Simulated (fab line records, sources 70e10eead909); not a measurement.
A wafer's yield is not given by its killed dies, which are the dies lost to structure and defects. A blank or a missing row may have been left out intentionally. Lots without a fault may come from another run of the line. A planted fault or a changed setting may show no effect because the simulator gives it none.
The tool behind it: which one? + flow nandHarc + 42 wafers from 14 lots sampled at 6 of the route's 1302 steps

## WHAT EACH GAUGE READ, for each wafer
NHARC_P_BONDPAD_THK_MEAS_20: measures by xrf.
| lot  | measured     | on           | thkNm (nm)        |
|------|--------------|--------------|-------------------|
| L100 | day 7 01:28  | filmMetro-01 | 161.9 160.1 161.1 |
| L101 | day 7 16:46  | filmMetro-01 | 160.6 157.8 161.4 |
| L102 | day 7 18:32  | filmMetro-02 | 160.3 158.7 161.6 |
| L103 | day 8 11:48  | filmMetro-02 | 160.0 158.8 162.0 |
| L104 | day 8 19:44  | filmMetro-01 | 160.0 160.3 163.0 |
| L107 | day 10 05:35 | filmMetro-01 | 161.7 161.7 161.1 |
| L108 | day 10 09:28 | filmMetro-01 | 160.1 162.9 159.9 |
| L115 | day 13 09:32 | filmMetro-02 | 162.1 158.6 161.5 |
| L116 | day 13 14:26 | filmMetro-01 | 162.1 162.6 162.0 |
| L117 | day 14 06:25 | filmMetro-02 | 159.7 162.4 162.6 |
| L118 | day 14 13:50 | filmMetro-01 | 160.2 158.1 159.7 |
| L119 | day 15 02:31 | filmMetro-02 | 158.8 158.4 161.4 |
| L120 | day 16 00:40 | filmMetro-01 | 161.4 159.1 158.4 |
| L121 | day 16 03:07 | filmMetro-01 | 157.7 160.1 161.4 |

NHARC_A_SOURCE_PLATE_INSPECT_08.
| lot  | measured     | on               | rawDefectCount |
|------|--------------|------------------|----------------|
| L100 | day 7 23:43  | defectInspect-01 | 72 69 125      |
| L101 | day 8 16:24  | defectInspect-01 | 76 58 94       |
| L102 | day 8 16:24  | defectInspect-02 | 35 48 41       |
| L103 | day 9 11:39  | defectInspect-01 | 70 51 48       |
| L104 | day 9 18:35  | defectInspect-01 | 94 83 157      |
| L107 | day 11 05:01 | defectInspect-01 | 35 31 71       |
| L108 | day 11 10:53 | defectInspect-01 | 48 46 40       |
| L115 | day 14 14:26 | defectInspect-02 | 109 103 58     |
| L116 | day 14 14:26 | defectInspect-01 | 109 66 53      |
| L117 | day 15 04:49 | defectInspect-02 | 48 56 26       |
| L118 | day 15 14:58 | defectInspect-02 | 56 54 18       |
| L119 | day 16 01:37 | defectInspect-01 | 41 56 29       |
| L120 | day 16 23:27 | defectInspect-02 | 45 76 45       |
| L121 | day 16 23:26 | defectInspect-02 | 67 44 77       |

NHARC_A_ONON_D1_THK_MEAS_14: measures by ellipsometry.
| lot  | measured     | on           | thkNm (nm)     |
|------|--------------|--------------|----------------|
| L100 | day 8 02:34  | filmMetro-01 | 1002 1003 1004 |
| L101 | day 8 19:14  | filmMetro-02 | 998 998 998    |
| L102 | day 8 19:14  | filmMetro-01 | 995 993 994    |
| L103 | day 9 14:31  | filmMetro-02 | 1014 1015 1014 |
| L104 | day 9 21:27  | filmMetro-01 | 1006 1004 1006 |
| L107 | day 11 07:52 | filmMetro-02 | 284 284 283    |
| L108 | day 11 13:43 | filmMetro-02 | 296 298 298    |
| L115 | day 14 17:16 | filmMetro-01 | 1002 1001 1003 |
| L116 | day 14 17:16 | filmMetro-02 | 994 996 993    |
| L117 | day 15 07:40 | filmMetro-02 | 991 995 994    |
| L118 | day 15 17:50 | filmMetro-01 | 1003 1004 1003 |
| L119 | day 16 04:29 | filmMetro-01 | 1013 1013 1013 |
| L120 | day 17 02:35 | filmMetro-01 | 982 983 983    |
| L121 | day 17 02:16 | filmMetro-01 | 1006 1008 1007 |

NHARC_A_ONON_D1_INSPECT_32.
| lot  | measured     | on               | rawDefectCount |
|------|--------------|------------------|----------------|
| L100 | day 8 13:29  | defectInspect-02 | 84 99 132      |
| L101 | day 9 06:08  | defectInspect-01 | 105 78 101     |
| L102 | day 9 05:52  | defectInspect-02 | 51 60 51       |
| L103 | day 10 02:47 | defectInspect-01 | 86 66 64       |
| L104 | day 10 08:29 | defectInspect-01 | 108 90 176     |
| L107 | day 11 18:39 | defectInspect-01 | 49 29 76       |
| L108 | day 12 00:39 | defectInspect-02 | 58 57 51       |
| L115 | day 15 03:38 | defectInspect-02 | 116 125 88     |
| L116 | day 15 03:38 | defectInspect-01 | 118 73 62      |
| L117 | day 15 19:58 | defectInspect-01 | 62 69 34       |
| L118 | day 16 04:27 | defectInspect-01 | 76 76 32       |
| L119 | day 16 15:11 | defectInspect-02 | 67 80 37       |
| L120 | day 17 12:52 | defectInspect-01 | 56 89 60       |
| L121 | day 17 12:51 | defectInspect-02 | 76 60 83       |

NHARC_END_SORT_01.
| lot  | measured     | on        | killedAtArray | killedAtOther | killedAtPeriphery | killedDies  | killedOpen | killedShort |
|------|--------------|-----------|---------------|---------------|-------------------|-------------|------------|-------------|
| L107 | day 27 16:05 | prober-01 | 667 671 662   | 0 2 1         | 10 4 14           | 677 677 677 | 6 2 6      | 2 2 2       |
| L108 | day 27 16:05 | prober-02 | 671 670 672   | 3 4 4         | 3 3 1             | 677 677 677 | 3 1 5      | 3 2 1       |

## WHICH TOOL RAN EACH LOT (tool, then ch and the chambers of the sampled wafers, then the start)
| lot  | NHARC_A_ONON_D1_DEP_12          |
|------|---------------------------------|
| L100 | pecvdOnon-04 ch 0, day 8 02:10  |
| L101 | pecvdOnon-03 ch 0, day 8 18:51  |
| L102 | pecvdOnon-04 ch 0, day 8 18:43  |
| L103 | pecvdOnon-04 ch 0, day 9 14:03  |
| L104 | pecvdOnon-02 ch 0, day 9 20:56  |
| L107 | pecvdOnon-02 ch 0, day 11 07:22 |
| L108 | pecvdOnon-02 ch 0, day 11 13:13 |
| L115 | pecvdOnon-03 ch 0, day 14 16:45 |
| L116 | pecvdOnon-02 ch 0, day 14 16:49 |
| L117 | pecvdOnon-02 ch 0, day 15 07:10 |
| L118 | pecvdOnon-04 ch 0, day 15 17:18 |
| L119 | pecvdOnon-03 ch 0, day 16 03:59 |
| L120 | pecvdOnon-04 ch 0, day 17 02:08 |
| L121 | pecvdOnon-03 ch 0, day 17 01:49 |
- NHARC_A_ONON_D1_DEP_12: target thk 1000 nm.

## AS READ BY THE TOOLS THEMSELVES (means over the sampled wafers that have a number; for cases with no such wafer, the mark the record gives instead)
The record holds no such reading with a usual standard deviation.

## THE ANSWER, worked out from the rows above alone
Rule: what is usual is taken from the lots themselves. Put in order of their means at a reading, lots are off if they are a third of the lots or fewer, leave a main group of 4 or more, and stand apart from it by a gap of 3 or more times the standard deviation of the main group's means; of several such gaps the widest counts. A main group whose means are all the same, to the digits that the tables above print for the reading, isn't used. Also off: a lot with no number at a reading for which 4 or more lots have one. Where the step has rows for the other lots, those lots are counted as sound. Order of review: gauges by route order, followed by the tools' own readings, for which a lot's mean as printed above is used. The first step at which some lot is off is used, and at that step the reading that is off furthest; a lot without a number counts as furthest.
Off at NHARC_A_ONON_D1_THK_MEAS_14 (thkNm): L107, L108. Mean 1001 nm and standard deviation 8.6 in the main group.
A tool fits if, at a process step before that reading, it ran every lot that is off, and no sound lot after the first of them. The gauges at NHARC_A_ONON_D1_THK_MEAS_14 are tried like those tools. No candidate that was tried fits.

## WHAT WAS PUT IN BY THE SIMULATOR
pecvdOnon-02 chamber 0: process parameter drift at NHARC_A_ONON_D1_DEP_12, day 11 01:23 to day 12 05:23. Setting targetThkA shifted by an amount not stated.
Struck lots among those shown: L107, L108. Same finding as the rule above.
